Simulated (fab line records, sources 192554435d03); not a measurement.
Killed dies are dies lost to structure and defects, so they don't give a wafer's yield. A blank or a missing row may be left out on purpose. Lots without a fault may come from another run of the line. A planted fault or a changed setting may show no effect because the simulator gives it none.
Chamber matching | flow n5_finfet | N5_BEOL_M0_SAQP_STRIP_86 on rie_diel-01: 4 sister chambers
The step strips in N2/H2. 4 wafers are shown with their chamber, then 7 later ones without.

WAFERS WITH THEIR CHAMBER
wafer  | chamber | showerhead_plenum_p_Torr (Torr)
L601.2 | 0       | 3.28
L603.6 | 1       | 3.29
L610.6 | 2       | 3.24
L611.2 | 3       | 3.40

WAFERS WITHOUT THEIR CHAMBER
wafer  | showerhead_plenum_p_Torr (Torr)
L611.5 | 3.27
L611.6 | 3.28
L616.2 | 3.24
L616.5 | 3.39
L619.2 | 3.26
L619.5 | 3.39
L619.6 | 3.24

WHICH CHAMBER EACH WENT THROUGH
wafer  | from the rows above          | in truth
L611.5 | can't be placed: 0 or 1      | 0
L611.6 | can't be placed: 0 or 1      | 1
L616.2 | 2                            | 2
L616.5 | 3                            | 3
L619.2 | can't be placed: 2 or 0 or 1 | 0
L619.5 | 3                            | 3
L619.6 | 2                            | 2
Placed correctly: 4 of 7. Can't be placed from these rows: 3 (the true chamber is among the candidates in 3). Placed wrongly: 0.
How it was worked out, from the rows above alone: a wafer's distance from a chamber is the root of the sum, over the readings, of the square of ((its reading less the chamber's mean) divided by the reading's scatter). The wafer belongs to the nearest chamber; if the next one is less than 2 further off, it can't be placed. A chamber's mean is the mean of its shown wafers. The scatter: with one shown wafer a chamber, the root of the mean of the squares of how far each hidden wafer lies from its nearest shown one.
